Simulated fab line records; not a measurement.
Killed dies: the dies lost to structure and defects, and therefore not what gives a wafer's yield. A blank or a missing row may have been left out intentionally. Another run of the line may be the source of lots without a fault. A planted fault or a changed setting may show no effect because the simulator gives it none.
Split-lot study + flow n5 finfet + 21 wafers read across 7 lots, on a route 1938 steps long

## THE SPLIT ITSELF
At N5_GATE_CUT_COAT_35 (time 60 s, resist thk 10 nm), the setting spin rpm was moved away from the recipe's 1500 rpm on 5 of the 21 wafers read, by -5.9% to +10.1%. All remaining wafers had this setting at the recipe value.

## FROM THE SPLIT TO THE READING: what the file shows between them, 7 steps
- N5_GATE_CUT_EXPOSE_10: exposes mask GATE CUT, target cd 20 nm (also split here: dose mj)
- N5_GATE_CUT_PEB_11: peb time 60 s
- N5_GATE_CUT_DEVELOP_12: develop time 30 s
- N5_GATE_CUT_CD_MEAS_13: target cd 20 nm
- N5_GATE_CUT_DESCUM_18: chemistry O2, time 7 s
- N5_GATE_CUT_ETCH_28: etches underlayer in N2/H2, target depth 13 nm, time 10.4 s
- N5_GATE_CUT_ETCH_36: etches SiARC in CF4, target depth 13 nm, time 21.7 s

## THE READING
SiARC_of_GATE_CUT_COAT_35.thk nm (the simulator's own value, which no gauge read), in nm, at N5_GATE_CUT_ETCH_37 (etches SOC in N2/H2, target depth 60 nm, overetch 12 nm, time 90 s). The file gives no usual value for it. Here, 16 wafers ran the recipe; their average is 6.0 nm with a standard deviation of 0.097 nm.

| wafer  | tool, chamber at the split | spin rpm as run, rpm | against the recipe | SiARC_of_GATE_CUT_COAT_35.thk nm, nm | against lot-mates on the recipe |
|--------|----------------------------|----------------------|--------------------|--------------------------------------|---------------------------------|
| L075.3 | litho track-04, 0          | 1500                 | recipe             | 5.8                                  | -                               |
| L075.4 | litho track-04, 0          | 1500                 | recipe             | 6                                    | -                               |
| L075.6 | litho track-04, 0          | 1411                 | -5.9%              | 6.4                                  | +0.5                            |
| L081.2 | litho track-03, 0          | 1500                 | recipe             | 6.2                                  | -                               |
| L081.3 | litho track-03, 0          | 1651                 | +10.1%             | 5.6                                  | -0.5                            |
| L081.4 | litho track-03, 0          | 1500                 | recipe             | 6                                    | -                               |
| L083.2 | litho track-03, 0          | 1441                 | -3.9%              | 6.2                                  | +0.2                            |
| L083.3 | litho track-03, 0          | 1500                 | recipe             | 6                                    | -                               |
| L083.5 | litho track-03, 0          | 1500                 | recipe             | 6                                    | -                               |
| L087.1 | litho track-05, 0          | 1500                 | recipe             | 6                                    | -                               |
| L087.2 | litho track-05, 0          | 1500                 | recipe             | 6                                    | -                               |
| L087.5 | litho track-05, 0          | 1500                 | recipe             | 6                                    | -                               |
| L089.2 | litho track-03, 0          | 1500                 | recipe             | 6                                    | -                               |
| L089.3 | litho track-03, 0          | 1500                 | recipe             | 6                                    | -                               |
| L089.4 | litho track-03, 0          | 1500                 | recipe             | 6                                    | -                               |
| L091.3 | litho track-04, 0          | 1500                 | recipe             | 5.8                                  | -                               |
| L091.5 | litho track-04, 0          | 1500                 | recipe             | 5.8                                  | -                               |
| L091.6 | litho track-04, 0          | 1552                 | +3.5%              | 5.8                                  | +0.0                            |
| L097.3 | litho track-03, 0          | 1500                 | recipe             | 6                                    | -                               |
| L097.4 | litho track-03, 0          | 1500                 | recipe             | 6                                    | -                               |
| L097.5 | litho track-03, 0          | 1630                 | +8.7%              | 5.6                                  | -0.4                            |

THE FIT
A straight line over all 21 wafers: SiARC_of_GATE_CUT_COAT_35.thk nm changes by -0.0469 nm for each +1% of spin rpm; r = -0.86; the points scatter about the line by 0.097 nm.
The same after taking each lot's own level away (the mean of its wafers on the recipe; 21 wafers): -0.0523 nm for each +1%; r = -0.93; scatter 0.074 nm.
That fit puts the effect of the largest move of spin rpm on the reading at 0.53 nm.
From 5.80 to 6.10 nm: that is the span of the lots' own levels, equal to 3.1 times the standard deviation above.
So the slope is not independent of the lot-to-lot level: the two fits are not the same.
Check: -0.51 nm against its lot-mates is what the line predicts for one of the wafers moved furthest among these (+10.1%) when that wafer is left out of the fit. Against them it came out at -0.5 nm.

## OTHER SPLITS APPLIED TO THESE WAFERS
These wafers also went through other splits before the reading. Each is held against what the fit with the lots' levels taken away leaves over:
| other split on the same wafers | wafers away from the commonest value | r with SiARC_of_GATE_CUT_COAT_35.thk nm (lot level and that fit taken away) |
|--------------------------------|--------------------------------------|-----------------------------------------------------------------------------|
| N5_SD_ACTIVATION_LSA_01 temp c | 6                                    | -0.06                                                                       |
| N5_SDB_EXPOSE_08 dose mj       | 9                                    | -0.03                                                                       |
| N5_GATE_CUT_EXPOSE_10 dose mj  | 10                                   | -0.20                                                                       |

## THE WHOLE CHAIN: every reading that the file lists as answering this split, in the file's order
| step                | what it does                                                       | reading                                                                           | change (the file's fit)                | r (the file's) |
|---------------------|--------------------------------------------------------------------|-----------------------------------------------------------------------------------|----------------------------------------|----------------|
| N5_GATE_CUT_COAT_35 | time 60 s, resist thk 10 nm                                        | SiARC_of_GATE_CUT_COAT_35.thk nm (the simulator's own value, which no gauge read) | -0.0474 nm for each +1% of the setting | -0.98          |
| N5_GATE_CUT_ETCH_36 | etches SiARC in CF4, target depth 13 nm, time 21.7 s               | etch rf on time s                                                                 | withheld for each +1% of the setting   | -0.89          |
| N5_GATE_CUT_ETCH_36 | etches SiARC in CF4, target depth 13 nm, time 21.7 s               | etch.depth nm (the simulator's own value, which no gauge read)                    | -0.0484 nm for each +1% of the setting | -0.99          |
| N5_GATE_CUT_ETCH_37 | etches SOC in N2/H2, target depth 60 nm, overetch 12 nm, time 90 s | SiARC_of_GATE_CUT_COAT_35.thk nm (the simulator's own value, which no gauge read) | -0.0512 nm for each +1% of the setting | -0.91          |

## FILE'S OWN FIT
SiARC_of_GATE_CUT_COAT_35.thk nm changes by -0.0512 nm for each +1% of spin rpm, r = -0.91.
